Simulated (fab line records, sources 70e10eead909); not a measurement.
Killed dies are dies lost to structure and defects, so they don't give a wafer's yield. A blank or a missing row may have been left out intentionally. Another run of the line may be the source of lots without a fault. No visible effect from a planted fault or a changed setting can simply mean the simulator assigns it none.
Matching of chambers ; flow nand_harc ; 4 sister chambers for NHARC_P_GATE_ALD_36 on ald_sin-01
The step deposits SiNx, target thk 20 nm, pulse time 60 s, ald cycles 223. 4 wafers are shown with their chamber, then 7 later ones without.

EACH WAFER AND ITS CHAMBER
wafer;chamber;heater_power_w (W)
L082.1;2;839
L085.5;1;804
L088.4;3;749
L088.5;0;876

WAFERS WITH NO CHAMBER GIVEN
wafer;heater_power_w (W)
L088.6;813
L094.4;901
L094.2;747
L094.6;895
L097.2;875
L097.3;903
L097.5;745

WHICH CHAMBER EACH ONE RAN IN
wafer;from the rows above;in truth
L088.6;can't be placed: 1 or 2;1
L094.4;0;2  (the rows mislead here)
L094.2;3;3
L094.6;0;0
L097.2;0;0
L097.3;0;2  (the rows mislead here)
L097.5;3;3
Correctly placed: 4 of 7. These rows do not allow placing 1 (true chamber among the candidates in 1). Placed wrongly: 2.
How it was worked out, from the rows above alone: a wafer's distance from a chamber is the root of the sum, over the readings, of the square of ((its reading less the chamber's mean) divided by the reading's scatter). If the next closest chamber is less than 2 further off than the closest, the wafer can't be placed; otherwise it belongs to the closest. For every chamber, the mean is computed from those of its wafers that are shown. The scatter: root of mean squared gap, hidden wafer to nearest shown wafer, with one shown wafer a chamber.
